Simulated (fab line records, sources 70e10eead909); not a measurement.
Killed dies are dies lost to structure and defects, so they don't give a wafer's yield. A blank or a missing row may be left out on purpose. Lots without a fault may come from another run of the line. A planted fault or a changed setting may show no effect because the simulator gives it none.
Problem report in the 8D (eight disciplines) form, filled by code | flow nand_harc | the parts of the form that need people (team, actions taken, sign-off) are left out

1. THE PROBLEM
sort_bin_2_pct at NHARC_END_SORT_01 reads a mean of 39.0 % on 6 wafers of 2 lots; wafers without a fault read 1.5 % with a standard deviation of 0.61. That is +61 standard deviations from the usual mean.
First seen on wafer L691.2, day 22 02:04, on prober-02. The record holds 6 wafers of 2 lots with a number at this step. Rule for "out", or "out of limits": more than 4 standard deviations from the usual mean. The other wafers with a number count as sound.

2. WHAT IT IS AND WHAT IT IS NOT
question                    | is                                                                                                                                                  | is not
which readings at this step | sort_bin_2_pct, defect_limited_yield, killed_at_array, killed_dies, sort_bin_3_pct, sort_bin_4_pct, sort_n_pass, sort_rim_yield_pct, sort_yield_pct | killed_at_other, killed_at_periphery, killed_open, killed_short
which lots                  | L691, L697                                                                                                                                          | -
which wafers of those lots  | all that have a number                                                                                                                              | -
read on which gauges        | prober-02                                                                                                                                           | -
when                        | from day 22 02:04                                                                                                                                   | up to then (0 sound wafers)

3. SUSPECTS, AND WHAT RULES EACH OUT
Counting: a tool at a process step up to the reading stays a suspect if it ran every lot that is out and no sound lot after the first of them.
- the gauge at NHARC_END_SORT_01: kept. All the wafers that are out were read on prober-02, and no step on other tools shows them out.
- pvd_sputter-03 at NHARC_A_M1_DEGAS_29 (time 60 s): kept. It ran every lot that is out, first L691 (day 20 12:19), and no sound lot after that.
- ecd_cu-02 at NHARC_A_M1_ECD_22 (material Cu, target thk 400 nm): kept. It ran every lot that is out, first L691 (day 20 12:40), and no sound lot after that.
- pecvd-04 at NHARC_A_M1_DEP_33 (deposits SiCN, target thk 30 nm): kept. It ran every lot that is out, first L691 (day 20 14:03), and no sound lot after that.
- rie_diel-09 at NHARC_A_BONDPAD_ETCH_12 (etches the open film in CHF3/O2, target depth 220 nm, time 110 s): kept. It ran every lot that is out, first L691 (day 20 16:14), and no sound lot after that. NHARC_A_BONDPAD_ETCH_12 gives no start for some lots, so the hours and the order of its lots are those of NHARC_A_BONDPAD_CD_MEAS_13.
Left after counting: pvd_sputter-03 at NHARC_A_M1_DEGAS_29, ecd_cu-02 at NHARC_A_M1_ECD_22, pecvd-04 at NHARC_A_M1_DEP_33, rie_diel-09 at NHARC_A_BONDPAD_ETCH_12, prober-02 at NHARC_END_SORT_01.

4. THE CAUSE (what the simulator had put in)
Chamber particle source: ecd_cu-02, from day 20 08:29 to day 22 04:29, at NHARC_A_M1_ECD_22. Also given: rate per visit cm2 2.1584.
Counting left 5 suspects, and this tool is among them.

5. THE CHAIN OF EFFECTS, in route order
Each row: a reading whose mean over the struck wafers that have a number lies more than 3 standard deviations from the usual. Only readings for which the record gives a usual standard deviation are gone through. hours: the time from each lot's start at the first step in this table that gives one to its start at this step, as a median over the lots. sigmas: the change in usual standard deviations.
hours | step              | reading              | usual  | on struck wafers | change | sigmas
0     | NHARC_END_SORT_01 | defect_limited_yield | 95.3 % | 14.3             | -81.0  | -54
0     | NHARC_END_SORT_01 | killed_at_array      | 28     | 579              | +551   | +55
0     | NHARC_END_SORT_01 | killed_dies          | 32     | 580              | +548   | +55
0     | NHARC_END_SORT_01 | sort_bin_2_pct       | 1.5 %  | 39.0             | +37.5  | +61
0     | NHARC_END_SORT_01 | sort_bin_3_pct       | 0.27 % | 9.97             | +9.70  | +48
0     | NHARC_END_SORT_01 | sort_bin_4_pct       | 3.0 %  | 36.7             | +33.7  | +34
0     | NHARC_END_SORT_01 | sort_n_pass          | 645    | 97               | -548   | -55
0     | NHARC_END_SORT_01 | sort_rim_yield_pct   | 97.3 % | 14.5             | -82.8  | -44
0     | NHARC_END_SORT_01 | sort_yield_pct       | 95.3 % | 14.3             | -81.0  | -54

6. WHAT WOULD HAVE CAUGHT IT SOONER
In this record the first reading out of limits at a measuring or inspecting step was taken at day 22 02:04, 42 hours after the fault began at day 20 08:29.
All the lots that are out (2) had begun NHARC_A_M1_ECD_22 on ecd_cu-02 by day 22 02:04. A hold on the tool at that time would have spared none of them.
